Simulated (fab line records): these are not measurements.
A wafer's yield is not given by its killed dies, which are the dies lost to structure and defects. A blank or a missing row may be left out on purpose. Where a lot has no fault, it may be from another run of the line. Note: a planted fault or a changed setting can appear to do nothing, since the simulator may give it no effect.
Matching of chambers | flow n5Finfet | aldMetal-01 running N5_BEOL_M10_ALD_74: 4 sister chambers
The step deposits TaN, target thk 2 nm, pulse time 2 s, purge time 3 s. 8 wafers are shown with their chamber, then 8 later ones without.

== WAFERS, EACH WITH ITS CHAMBER ==
wafer  | chamber | heaterPowerW (W)
L077.2 | 1       | 444
L077.4 | 3       | 410
L083.1 | 1       | 451
L083.3 | 0       | 386
L088.2 | 3       | 407
L088.3 | 2       | 442
L088.6 | 2       | 443
L087.1 | 0       | 396

== WAFERS MISSING THEIR CHAMBER ==
wafer  | heaterPowerW (W)
L087.3 | 404
L087.5 | 397
L093.1 | 389
L093.4 | 429
L093.5 | 392
L096.4 | 404
L096.5 | 437
L096.6 | 396

== CHAMBER TAKEN BY EACH ==
wafer  | from the rows above          | in truth
L087.3 | can't be placed: 3 or 0      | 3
L087.5 | can't be placed: 0 or 3      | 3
L093.1 | 0                            | 0
L093.4 | can't be placed: 2 or 1 or 3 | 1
L093.5 | 0                            | 0
L096.4 | can't be placed: 3 or 0      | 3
L096.5 | can't be placed: 2 or 1      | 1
L096.6 | can't be placed: 0 or 3      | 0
Placed correctly: 2 of 8. Can't be placed from these rows: 6 (the true chamber is among the candidates in 6). Wrongly placed: 0.
How it was worked out, from the rows above alone: a wafer's distance from a chamber is the root of the sum, over the readings, of the square of ((its reading less the chamber's mean) divided by the reading's scatter). The wafer belongs to the nearest chamber; if the next one is less than 2 further off, it can't be placed. Each chamber's mean is taken over the wafers shown for it. The scatter: the root of (the sum of the squares of (reading less its chamber's mean) over the shown wafers, divided by (wafers less chambers)).
